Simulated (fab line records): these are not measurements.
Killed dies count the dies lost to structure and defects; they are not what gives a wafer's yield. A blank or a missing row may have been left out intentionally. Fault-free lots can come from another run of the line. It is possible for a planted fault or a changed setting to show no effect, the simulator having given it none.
fab line records	flow n5-finfet
[record] lots = 6	wafers = 18	last-day = 18
route steps=1938 shown FIN_CUT@157 PASSIVATION@1936
lots with no fault: from the same line, run without faults
start-h: start of the lot's first displayed wafer, in hours after the record's first day	wait-h: how many hours have passed since the lot's step before this one	" unchanged from the row above	L1.1+2: one row covering several wafers at once	- no value present, or no start provided	* or withheld: withheld	< > ~ a bound
route shown NAME@n: NAME is a module with steps in the file, n the number in the route of the first one	usual: mean/standard deviation of fault-free wafers	same: alike in all rows	chamber/n: place in a boat	sites: each site's reading	_std_site: standard deviation of those values	_edge_site: inner sites' mean taken away from outer sites' mean	radius-mm: for every site, how far away it sits from the centre of the wafer	mask NAME#n: copy n	behind: the tool/chamber that last shaped the wafer	hold: why the lot was held/for how many hours/how that ended	device: transistor that didn't switch, given as n, p or np	end of line: tests of these same wafers at the route's end	where a step has no rows: the recipe by itself	killed: at the first sort, the dies lost to defects and structure; wafer yield is something else	map: a wafer's dies, marking killed ones x, the rest . and places with no die _
set.NAME: the setting the step ran with; set.NAME@STEP: the setting that earlier step ran with	model.NAME: the simulator's own value behind a step, which no gauge read
lots at some steps of the route; a table a step, a row a wafer
services: from which hour (start-h, from the record's first day; less than 0 if before it) a tool's chamber was out of use, for how many hours, and why
[[steps]]
[step N5_FIN_CUT_COAT_02]
[recipe] resist = CAR-EUV	spin-rpm = 1500	resist-thk-nm = 30
[step N5_FIN_CUT_EBR_04]
[recipe] solvent = PGMEA	ebr-width-mm = 1.5
[step N5_FIN_CUT_SOFTBAKE_03]
[recipe] temp-c = 110	time-s = 60	resist = CAR-EUV
[step N5_FIN_CUT_EXPOSE_05]
[recipe] mask-id = FIN_CUT	na = 0.33	source-shape = annular	sigma-inner = 0.35	sigma-outer = 0.8	polarization = unpolarized	dose-mj = 45.75
[step N5_FIN_CUT_PEB_06]
[recipe] peb-temp-c = 100	peb-time-s = 60	resist = CAR-EUV
[step N5_FIN_CUT_DEVELOP_07]
[recipe] develop-time-s = 30	developer = TMAH	resist = CAR-EUV	rinse-liquid = surfactant-rinse	dry = air-spin	dev-temp-c = 23
[step N5_FIN_CUT_CD_MEAS_08]
[recipe] target-cd-nm = 29.1	landing-energy-ev = 500	detector = se-inlens	polarity = opening
[usual] cd-nm = 29.16/0.27
lot.wafer	tool	chamber	start-h	wait-h	cd-nm
L161.3	cd-sem-02	0	62.80	-	29.09
L161.4	"	0	"	"	28.75
L161.5	"	0	"	"	29.08
L164.1	cd-sem-02	0	82.72	-	29.14
L164.5	"	0	"	"	29.57
L164.6	"	0	"	"	29.21
L169.2	cd-sem-02	0	111.38	-	29.36
L169.5	"	0	"	"	29.35
L169.6	"	0	"	"	29.33
L170.3	cd-sem-01	0	117.15	-	28.83
L170.4	"	0	"	"	29.02
L170.5	"	0	"	"	29.01
L177.1	cd-sem-02	0	158.60	-	29.55
L177.2	"	0	"	"	29.17
L177.4	"	0	"	"	29.48
L178.1	cd-sem-01	0	167.72	-	28.64
L178.4	"	0	"	"	28.79
L178.6	"	0	"	"	28.54
[step N5_FIN_CUT_OVL_MEAS_09]
[recipe] points-per-wafer = 522
[usual] FIN_CUT_OVL = -0.3/0.72
lot.wafer	tool	chamber	start-h	wait-h	FIN_CUT_OVL[nm]
L161.3	overlay-02	0	62.84	0.0	-1.3
L161.4	"	0	"	"	-0.2
L161.5	"	0	"	"	-1.5
L164.1	overlay-02	0	82.75	0.0	-0.6
L164.5	"	0	"	"	-0.5
L164.6	"	0	"	"	-1.0
L169.2	overlay-01	0	111.42	0.0	0.3
L169.5	"	0	"	"	-0.5
L169.6	"	0	"	"	0.7
L170.3	overlay-02	0	117.19	0.0	-0.8
L170.4	"	0	"	"	-1.4
L170.5	"	0	"	"	-1.0
L177.1	overlay-02	0	158.63	0.0	-0.9
L177.2	"	0	"	"	0.6
L177.4	"	0	"	"	0.3
L178.1	overlay-01	0	167.75	0.0	-0.1
L178.4	"	0	"	"	0.4
L178.6	"	0	"	"	0.7
[step N5_FIN_CUT_INSPECT_10]
[recipe] mode = adi	inspect-instrument = brightfield
[usual] raw-defect-count = 37/8.9
lot.wafer	tool	chamber	start-h	wait-h	raw-defect-count
L161.3	defect-inspect-02	-	62.89	0.0	41
L161.4	"	-	"	"	31
L161.5	"	-	"	"	38
L164.1	defect-inspect-02	-	82.80	0.1	31
L164.5	"	-	"	"	45
L164.6	"	-	"	"	51
L169.2	defect-inspect-01	-	111.47	0.0	42
L169.5	"	-	"	"	31
L169.6	"	-	"	"	35
L170.3	defect-inspect-02	-	117.24	0.0	32
L170.4	"	-	"	"	32
L170.5	"	-	"	"	36
L177.1	defect-inspect-02	-	158.69	0.1	29
L177.2	"	-	"	"	55
L177.4	"	-	"	"	26
L178.1	defect-inspect-02	-	167.81	0.1	27
L178.4	"	-	"	"	27
L178.6	"	-	"	"	29
[step N5_FIN_CUT_DESCUM_13]
[recipe] chemistry = O2	time-s = 7	source-power-w = 50	bias-power-w = 20	pressure-mtorr = 20	rf-frequency-hz = 2.712e+07	temp-c = 40	resist = CAR-EUV	o2-flow-sccm = 225
[usual] drypump-motor-current-A = 5.8/0.3	oes-product-au = 0.77/0.072	rf-vpp-V = 242.5/1	showerhead-plenum-p-Torr = 2.05/0.053	throttle-valve-pct = 20.47/0.23
lot.wafer	tool	chamber	start-h	wait-h	drypump-motor-current-A	oes-product-au	rf-hours-counter-h	rf-vpp-V	showerhead-plenum-p-Torr	throttle-valve-pct
L161.3	rie-diel-05	1	62.92	0.0	5.8	0.77	123	244.8	2.19	20.38
L161.4	"	2	"	"	5.3	0.75	160	243.3	2.06	20.27
L161.5	"	0	"	"	5.5	0.66	-	243.3	2.12	20.88
L164.1	rie-diel-06	3	82.84	0.0	5.9	0.79	114	242.5	2.00	20.23
L164.5	"	0	"	"	5.6	0.92	-	242.2	2.05	20.20
L164.6	"	1	"	"	5.6	0.77	-	242.0	2.03	20.49
L169.2	rie-diel-06	1	111.50	0.0	5.6	0.77	146	242.2	2.03	20.52
L169.5	"	3	"	"	5.9	0.80	-	242.2	2.00	20.25
L169.6	"	2	"	"	5.3	0.69	-	241.6	2.00	20.87
L170.3	rie-diel-06	2	117.27	0.0	5.3	0.69	237	243.2	2.00	20.90
L170.4	"	3	"	"	5.8	0.80	122	242.5	2.00	20.25
L170.5	"	1	"	"	5.6	0.76	-	243.4	2.03	20.50
L177.1	rie-diel-03	3	158.72	0.0	5.7	0.76	165	242.1	1.99	20.59
L177.2	"	2	"	"	6.1	0.70	194	240.7	1.99	20.36
L177.4	"	3	"	"	5.7	0.76	-	240.9	1.99	20.58
L178.1	rie-diel-03	2	167.84	0.0	6.0	0.70	196	241.9	1.99	20.38
L178.4	"	0	"	"	6.4	0.94	4	243.5	2.07	20.39
L178.6	"	3	"	"	5.7	0.77	-	242.2	1.99	20.58
[step N5_FIN_CUT_ETCH_30]
[recipe] chemistry = N2/H2	target = underlayer	target-depth-a = 130	mask-material = CAR-EUV	time-s = 10.4	ion-energy-ev = 200	pressure-mtorr = 30	source-w = 840	bias-w = 150	n2-flow-sccm = 200	h2-flow-sccm = 200	ends = cleared
[usual] drypump-motor-current-A = 5.8/0.3	etch-rf-on-time-s = 10.3/0.42	h2-flow-sccm = 200.0/0.62	oes-product-au = 0.67/0.061	rf-vpp-V = 522.1/2	showerhead-plenum-p-Torr = 2.49/0.068	throttle-valve-pct = 17.92/0.25
lot.wafer	tool	chamber	start-h	wait-h	drypump-motor-current-A	etch-rf-on-time-s	h2-flow-sccm	oes-product-au	rf-hours-counter-h	rf-vpp-V	showerhead-plenum-p-Torr	throttle-valve-pct
L161.3	rie-diel-05	1	62.96	0.0	5.8	10.0	199.9	0.68	123	528.9	2.67	17.75
L161.4	"	2	"	"	5.3	11.2	200.1	0.61	160	523.3	2.51	17.62
L161.5	"	0	"	"	5.5	10.9	199.3	0.57	-	524.8	2.63	18.55
L164.1	rie-diel-06	3	82.87	0.0	5.9	9.8	200.3	0.69	114	520.3	2.44	17.65
L164.5	"	0	"	"	5.6	10.5	200.5	0.80	-	522.3	2.49	17.64
L164.6	"	1	"	"	5.7	10.4	199.6	0.66	-	521.8	2.46	17.94
L169.2	rie-diel-06	1	111.54	0.0	5.7	10.5	199.8	0.66	146	521.5	2.46	17.94
L169.5	"	3	"	"	5.9	9.8	200.3	0.69	-	521.1	2.43	17.66
L169.6	"	2	"	"	5.4	9.8	200.4	0.61	-	522.2	2.43	18.34
L170.3	rie-diel-06	2	117.30	0.0	5.3	9.8	200.3	0.61	237	519.8	2.43	18.33
L170.4	"	3	"	"	5.9	9.8	200.5	0.68	122	522.1	2.43	17.65
L170.5	"	1	"	"	5.7	10.4	199.8	0.65	-	522.1	2.45	17.96
L177.1	rie-diel-03	3	158.76	0.0	5.7	10.6	200.5	0.65	165	520.7	2.44	18.12
L177.2	"	2	"	"	6.0	10.1	200.4	0.60	194	520.7	2.42	17.78
L177.4	"	3	"	"	5.7	10.6	199.4	0.65	-	520.1	2.45	18.12
L178.1	rie-diel-03	2	167.88	0.0	6.1	10.1	200.6	0.60	196	519.0	2.42	17.77
L178.4	"	0	"	"	6.4	10.4	200.6	0.80	4	521.2	2.48	17.58
L178.6	"	3	"	"	5.7	10.6	199.8	0.66	-	520.3	2.44	18.14
[step N5_FIN_CUT_ETCH_20]
[recipe] chemistry = CF4	target = SiARC	target-depth-a = 260	mask-material = CAR-EUV	time-s = 43.3	ion-energy-ev = 80	pressure-mtorr = 40	source-w = 545	bias-w = 36	Ar_flow_sccm = 100	cf4-flow-sccm = 100	ends = cleared
[usual] drypump-motor-current-A = 5.8/0.3	etch-rf-on-time-s = 42.8/1.7	oes-product-au = 0.67/0.062	rf-vpp-V = 183.6/1	showerhead-plenum-p-Torr = 2.10/0.055	throttle-valve-pct = 15.66/0.23
lot.wafer	tool	chamber	start-h	wait-h	drypump-motor-current-A	etch-rf-on-time-s	oes-product-au	rf-hours-counter-h	rf-vpp-V	showerhead-plenum-p-Torr	throttle-valve-pct
L161.3	rie-diel-05	1	62.98	0.0	5.8	42.0	0.67	123	184.6	2.24	15.55
L161.4	"	2	"	"	5.3	46.6	0.62	160	184.8	2.16	15.75
L161.5	"	0	"	"	5.5	45.5	0.56	-	185.5	2.20	16.27
L164.1	rie-diel-06	3	82.89	0.0	5.9	41.0	0.68	114	182.7	2.06	15.47
L164.5	"	0	"	"	5.6	44.2	0.80	-	183.3	2.10	15.21
L164.6	"	1	"	"	5.7	43.1	0.66	-	184.7	2.06	15.57
L169.2	rie-diel-06	1	111.56	0.0	5.6	42.6	0.66	146	184.2	2.06	15.60
L169.5	"	3	"	"	5.9	40.5	0.69	-	183.1	2.06	15.50
L169.6	"	2	"	"	5.3	41.0	0.61	-	182.8	2.05	15.98
L170.3	rie-diel-06	2	117.32	0.0	5.4	40.8	0.61	237	183.5	2.05	15.98
L170.4	"	3	"	"	5.9	40.6	0.69	122	183.5	2.06	15.48
L170.5	"	1	"	"	5.6	42.8	0.66	-	183.2	2.06	15.61
L177.1	rie-diel-03	3	158.78	0.0	5.7	43.2	0.66	165	183.0	2.06	15.89
L177.2	"	2	"	"	6.0	41.9	0.61	194	182.4	2.05	15.62
L177.4	"	3	"	"	5.7	43.7	0.66	-	182.1	2.06	15.88
L178.1	rie-diel-03	2	167.90	0.0	6.0	41.8	0.60	196	183.7	2.05	15.63
L178.4	"	0	"	"	6.4	43.1	0.81	4	184.5	2.09	15.33
L178.6	"	3	"	"	5.7	43.4	0.66	-	183.5	2.06	15.88
[step N5_FIN_CUT_ETCH_21]
[recipe] chemistry = N2/H2	target = SOC	target-depth-a = 2190	overetch-a = 438	mask-material = SiARC	temp-c = 40	ion-energy-ev = 100	bias-w = 61	time-s = 523.5	pressure-mtorr = 30	source-w = 850	n2-flow-sccm = 200	h2-flow-sccm = 200
[usual] drypump-motor-current-A = 5.8/0.31	h2-flow-sccm = 200.0/0.65	oes-product-au = 0.72/0.067	rf-vpp-V = 240.1/1.2	showerhead-plenum-p-Torr = 2.49/0.068	throttle-valve-pct = 17.88/0.25
lot.wafer	tool	chamber	start-h	wait-h	drypump-motor-current-A	h2-flow-sccm	oes-product-au	rf-hours-counter-h	rf-vpp-V	showerhead-plenum-p-Torr	throttle-valve-pct
L161.3	rie-diel-05	1	63.02	0.0	5.8	200.1	0.72	123	239.7	2.67	17.70
L161.4	"	2	"	"	5.3	200.0	0.69	160	241.6	2.51	17.56
L161.5	"	0	"	"	5.5	199.7	0.62	-	241.4	2.63	18.50
L164.1	rie-diel-06	3	82.93	0.0	5.9	199.6	0.73	114	240.9	2.44	17.61
L164.5	"	0	"	"	5.6	199.4	0.87	-	240.0	2.49	17.58
L164.6	"	1	"	"	5.7	200.8	0.72	-	239.5	2.46	17.90
L169.2	rie-diel-06	1	111.59	0.0	5.6	220.4	0.71	146	240.7	2.51	18.56
L169.5	"	3	"	"	5.9	219.2	0.72	-	239.2	2.49	18.24
L169.6	"	2	"	"	5.3	220.1	0.64	-	237.6	2.49	18.91
L170.3	rie-diel-06	2	117.36	0.0	5.3	220.2	0.64	237	241.7	2.49	18.91
L170.4	"	3	"	"	5.9	219.8	0.72	122	239.5	2.49	18.23
L170.5	"	1	"	"	5.6	219.8	0.71	-	238.9	2.51	18.56
L177.1	rie-diel-03	3	158.81	0.0	5.7	199.0	0.72	165	239.2	2.44	18.07
L177.2	"	2	"	"	6.1	201.1	0.65	194	240.7	2.42	17.73
L177.4	"	3	"	"	5.7	199.7	0.71	-	238.7	2.44	18.09
L178.1	rie-diel-03	2	167.93	0.0	6.1	200.8	0.65	196	239.3	2.42	17.73
L178.4	"	0	"	"	6.4	199.4	0.87	5	240.8	2.48	17.53
L178.6	"	3	"	"	5.7	200.4	0.71	-	239.1	2.44	18.09
[step N5_FIN_CUT_STRIP_23]
[recipe] chemistry = N2/H2	temp-c = 40	n2-flow-sccm = 200	h2-flow-sccm = 200	rf-frequency-hz = 6e+07
[step N5_PASSIVATION_PROBE_49]
[usual] killed_at_M0_to_M3 = 34/11	killed_at_M4_up = 14/5.6	killed-at-contacts = 13/5.9	killed-at-front-end = 40/11	killed-at-other = 4/3.1	killed-dies = 105/16	killed-open = 68/11	killed-short = 34/8.4
[same] gross-dies = 1180	killed-at-back-side = 0
lot.wafer	tool	chamber	start-h	wait-h	killed_at_M0_to_M3	killed_at_M4_up	killed-at-contacts	killed-at-front-end	killed-at-other	killed-dies	killed-open	killed-short
L164.6	prober-01	-	346.25	0.3	47	13	10	66	3	139	85	46
L169.2	prober-02	-	380.93	0.1	49	12	10	44	5	120	81	37
L169.5	prober-02	-	381.08	0.2	51	11	9	47	14	132	82	44
L169.6	prober-02	-	381.13	0.3	42	10	12	39	9	112	71	37
L177.1	prober-01	-	442.64	0.0	36	5	21	42	7	111	77	32
L177.2	prober-01	-	442.69	0.1	27	16	8	38	3	92	61	30
L177.4	prober-01	-	442.79	0.2	28	14	24	54	7	127	85	42
// killed by level:class
L164.6 FIN_SAQP:geometric-particle:open=22 BEOL_M0_SAQP:geometric-particle:short=15 BEOL_M0_SAQP:geometric-particle:open=14 STI_FIN_REVEAL:geometric-particle:open=8 GATE_CUT:geometric-particle:open=8 HKMG_FIN:area-etch=7 GATE_CUT:geometric-particle:short=6 MOL_CONTACT_COAG:geometric-particle:open=6
L169.2 BEOL_M0_SAQP:geometric-particle:short=15 BEOL_M0_SAQP:geometric-particle:open=10 BEOL_M1:geometric-particle:open=10 STI_FIN_REVEAL:geometric-particle:open=9 DUMMY_GATE:geometric-particle:open=8 FIN_SAQP:geometric-particle:open=7 MOL_CONTACT_COAG:geometric-particle:open=6 FIN_SAQP:geometric-particle:short=5
L169.5 BEOL_M0_SAQP:geometric-particle:short=16 BEOL_M0_SAQP:geometric-particle:open=15 BEOL_M2:geometric-particle:open=11 FIN_SAQP:geometric-particle:open=10 MOL_CONTACT_COAG:geometric-particle:open=9 FIN_SAQP:geometric-particle:short=8 BEOL_M0:geometric-particle:open=6 STI_FIN_REVEAL:geometric-particle:open=5
L169.6 MOL_CONTACT_COAG:geometric-particle:open=12 BEOL_M0_SAQP:geometric-particle:short=11 FIN_SAQP:geometric-particle:open=10 BEOL_M2:geometric-particle:open=10 BEOL_M0_SAQP:geometric-particle:open=9 BEOL_M1:geometric-particle:open=9 STI_FIN_REVEAL:geometric-particle:open=6 GATE_CUT:geometric-particle:short=5
L177.1 MOL_CONTACT_COAG:geometric-particle:open=18 STI_FIN_REVEAL:geometric-particle:open=10 BEOL_M0_SAQP:geometric-particle:short=8 BEOL_M3:geometric-particle:open=7 BEOL_M1:geometric-particle:open=6 DUMMY_GATE:geometric-particle:open=5 FIN_SAQP:geometric-particle:open=4 STI_FIN_REVEAL:geometric-particle:short=4
L177.2 BEOL_M4:geometric-particle:open=11 FIN_SAQP:geometric-particle:open=8 FIN_SAQP:geometric-particle:short=8 STI_FIN_REVEAL:geometric-particle:open=7 BEOL_M2:geometric-particle:open=7 MOL_CONTACT_COAG:geometric-particle:open=6 BEOL_M0_SAQP:geometric-particle:short=6 DUMMY_GATE:geometric-particle:open=4
L177.4 MOL_CONTACT_COAG:geometric-particle:open=21 STI_FIN_REVEAL:geometric-particle:open=15 BEOL_M0_SAQP:geometric-particle:short=9 STI_FIN_REVEAL:geometric-particle:short=7 DUMMY_GATE:geometric-particle:open=7 BEOL_M4:geometric-particle:open=6 STARTING-WAFER:geometric-particle:open=6 FIN_SAQP:geometric-particle:open=5
[[services]]
tool	chamber	start-h	hours	kind
rie-diel-06	2	42.27	12.2	repair
rie-diel-05	2	75.18	5.8	repair
rie-diel-05	0	87.02	11.6	repair
rie-diel-06	-	90.88	0.7	repair
rie-diel-05	0	98.68	-	clean
rie-diel-05	0	98.68	-	consumable-replace:focus-ring
rie-diel-05	0	98.68	32.0	scheduled-down
rie-diel-05	0	98.68	32.0	vent-cycle
rie-diel-03	0	116.90	-	clean
rie-diel-03	0	116.90	-	consumable-replace:esc
rie-diel-03	0	116.90	-	consumable-replace:focus-ring
rie-diel-03	0	116.90	35.8	scheduled-down
rie-diel-03	0	116.90	35.8	vent-cycle
rie-diel-03	1	154.43	5.8	repair
rie-diel-06	3	165.87	11.5	repair
[[key]]
[first-sign] step = N5_FIN_CUT_ETCH_21	reading = h2-flow-sccm	direction = up	sigmas = 30	usual = 200.0	struck = 219.9
[effect] step = N5_FIN_CUT_ETCH_21	reading = throttle-valve-pct	direction = up	sigmas = 2.8	usual = *	struck = *
met-at N5_FIN_CUT_ETCH_21
struck-wafers L169.2,L169.5,L169.6,L170.3,L170.4,L170.5
tester-left-out L169,L170
onset-between 82.93 111.59
[fault] kind = process-parameter-drift	tool = rie-diel-06	chamber = -	onset-h = 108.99	steps = N5_FIN_CUT_ETCH_21	channel = h2-flow-sccm	offset = 20	shape = step	end-h = 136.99	acts-in = these-recipes-only	stated = 200
// tester-left-out: of these lots the tester's yield and bins aren't shown, on N5 and GAA mostly nor the transistor test; their killed dies are dies lost to structure and defects alone, not to doping, threshold or leakage, so they don't give the yield
